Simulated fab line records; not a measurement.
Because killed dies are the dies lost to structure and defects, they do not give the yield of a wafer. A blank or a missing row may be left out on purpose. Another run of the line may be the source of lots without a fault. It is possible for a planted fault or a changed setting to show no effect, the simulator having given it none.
A lot that was struck, set against a sound lot || flow nand harc || 12 out of 1302 route steps
Sound: wafers L574.3, L574.4, L574.5. The struck wafers were L592.2, L592.4, L592.6. The cause comes at the end.
Order at every step that has rows: each side's tool, ch and its chambers, its first start. Under that, the readings that differ: sound wafers || struck wafers || difference of the means || sigmas: that difference in standard deviations of wafers without a fault.
alike: words and numbers the same on both sides, and readings whose means are apart by under 2 such deviations; not compared: readings that were withheld, readings missing a value for some wafer, numbers with overlapping values and no deviation given by the record, and bounds like >300 which may hide the same value.
The two part at a step that has a row with sigmas, a row that says differs or no value, or rows on one side only. Numbers that have no deviation but don't overlap get no sigmas and don't part them. Lack of a reading on every wafer of one side parts them only where that side has two or more wafers.

NHARC_A_STAIRCASE_DEP_417: deposits Si3N4, target thk 60 nm.
  sound on pecvd-04 ch 0,1, day 19 06:55; struck on pecvd-02 ch 0,2, day 26 02:09
  alike: heater power w, rf fwd power W
  not compared: since wet clean h
then, 3 steps without rows for these wafers: NHARC_A_STAIRCASE_WET_418 (chemistry H3PO4, target depth 20 nm); NHARC_A_STAIRCASE_PRECLEAN_419 (cleans in SC1); NHARC_A_STAIRCASE_SRD_421.
NHARC_A_STAIRCASE_ALD_420: deposits SiO2, target thk 20 nm, pulse time 6 s, ald cycles 200.
  sound on ald hk-01 ch 0,3, day 19 09:38; struck on ald hk-02 ch 0,1,2, day 26 09:33
{"reading": "heater power w (W)", "sound": "372 428 362", "struck": "485 486 532", "difference": "+114", "sigmas": "+3"}
  alike: precursor pulse height rel
  not compared: since wet clean h
then, 1 step without rows for these wafers: NHARC_A_STAIRCASE_CVD_552 (deposits SiNx, target thk 40 nm).
NHARC_A_STAIRCASE_DEP_151: deposits SiO2, target thk 7200 nm.
  sound on pecvd-02 ch 0,1, day 19 17:49; struck on pecvd-02 ch 0,1,2, day 26 17:38
  alike: heater power w, rf fwd power W
  not compared: since wet clean h
then, 1 step without rows for these wafers: NHARC_A_STAIRCASE_ANNEAL_320 (time 1800 s).
NHARC_A_STAIRCASE_DEP_322: deposits SiO2, target thk 7200 nm.
  sound on pecvd-02 ch 0,1, day 20 02:08; struck on pecvd-04 ch 0,1,2, day 27 03:11
  alike: heater power w, rf fwd power W
  not compared: since wet clean h
then, 1 step without rows for these wafers: NHARC_A_STAIRCASE_ANNEAL_323 (time 1800 s).
NHARC_A_STAIRCASE_DEP_325: deposits SiO2, target thk 7200 nm.
  sound on pecvd-03 ch 0,1,2, day 20 09:38; struck on pecvd-03 ch 0,1,2, day 27 12:47
{"reading": "rf fwd power W (W)", "sound": "501.3 500.4 500.8", "struck": "559.6 558.7 558.7", "difference": "+58.2", "sigmas": "+42"}
  alike: heater power w
  not compared: since wet clean h
then, 1 step without rows for these wafers: NHARC_A_STAIRCASE_ANNEAL_326 (time 1800 s).

## WHERE THEY PART
Earliest at NHARC_A_STAIRCASE_ALD_420; latest, in this record, at NHARC_A_STAIRCASE_DEP_325.

WHY: what the simulator had put in
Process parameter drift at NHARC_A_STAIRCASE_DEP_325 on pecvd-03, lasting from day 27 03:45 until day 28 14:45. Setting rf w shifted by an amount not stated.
